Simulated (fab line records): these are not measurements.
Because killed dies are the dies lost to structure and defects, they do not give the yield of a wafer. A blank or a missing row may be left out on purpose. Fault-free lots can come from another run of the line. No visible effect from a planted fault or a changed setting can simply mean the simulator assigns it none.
Chamber matching	flow nand-harc	4 sister chambers for NHARC_A_STAIRCASE_STRIP_476 on rie-diel-12
The step strips in O2, time 20 s. 27 wafers are shown with their chamber, then 12 later ones without.

== WAFERS WITH THEIR CHAMBER ==
wafer	chamber	drypump-motor-current-A (A)	showerhead-plenum-p-Torr (Torr)	oes-product-au (a.u.)
L076.1	1	6.6	3.34	1.001
L076.2	2	5.4	3.35	0.996
L076.6	1	6.6	3.34	0.997
L078.2	0	6.3	3.59	1.008
L078.3	1	6.6	3.34	0.995
L078.6	0	6.3	3.59	1.008
L079.3	0	6.3	3.59	1.015
L079.4	3	5.9	3.27	1.014
L079.5	3	5.9	3.27	1.014
L081.2	1	6.6	3.33	1.004
L081.3	3	5.8	3.81	1.022
L081.5	3	5.8	3.81	1.002
L080.1	3	5.8	3.81	1.009
L080.3	2	5.5	3.34	0.991
L080.5	2	5.5	3.34	0.991
L083.1	2	5.4	3.34	0.994
L083.2	0	6.3	3.58	0.996
L083.6	1	6.6	3.33	1.001
L085.1	1	6.6	3.32	1.012
L085.3	0	6.4	3.58	1.009
L085.6	0	6.4	3.58	1.000
L086.1	2	5.5	3.33	1.001
L086.3	1	6.6	3.32	1.011
L086.5	3	5.9	3.80	1.015
L087.1	1	6.5	3.31	1.013
L087.4	2	5.4	3.33	1.004
L087.6	3	5.9	3.79	1.017

SIGNATURES, as means of the wafers listed above
reading	chamber 0	chamber 1	chamber 2	chamber 3	scatter within a chamber
drypump-motor-current-A	6.333	6.587	5.450	5.857	0.0486
showerhead-plenum-p-Torr	3.5850	3.3287	3.3383	3.6514	0.133
oes-product-au	1.00600	1.00425	0.99617	1.01329	0.00645
Rule: for a wafer and a chamber, the distance is found by dividing, reading by reading, the gap between the wafer's reading and the chamber's mean by the reading's scatter, squaring, summing and taking the root. If the next closest chamber is less than 2 further off than the closest, the wafer can't be placed; otherwise it belongs to the closest. The scatter: take each reading less its chamber's mean, square it, sum over the shown wafers, divide by the number of wafers less the number of chambers, and take the root.

== WAFERS WHOSE CHAMBER IS MISSING ==
wafer	drypump-motor-current-A (A)	showerhead-plenum-p-Torr (Torr)	oes-product-au (a.u.)
L091.1	6.3	3.57	0.993
L091.2	5.9	3.79	1.001
L091.3	5.5	3.32	1.003
L091.4	6.6	3.31	1.006
L091.5	5.5	3.32	0.989
L091.6	6.6	3.31	1.011
L096.1	5.8	3.78	1.017
L096.3	5.5	3.32	1.004
L096.5	6.6	3.30	1.008
L094.1	5.5	3.32	0.999
L094.4	6.6	3.30	1.014
L094.5	5.4	3.32	0.990

== EACH ONE'S CHAMBER ==
wafer	from the rows above	in truth
L091.1	0	0
L091.2	3	3
L091.3	2	2
L091.4	1	1
L091.5	2	2
L091.6	1	1
L096.1	3	3
L096.3	2	2
L096.5	1	1
L094.1	2	2
L094.4	1	1
L094.5	2	2
Correctly placed: 12 of 12. Number that these rows cannot place: 0. Wrongly placed: 0.
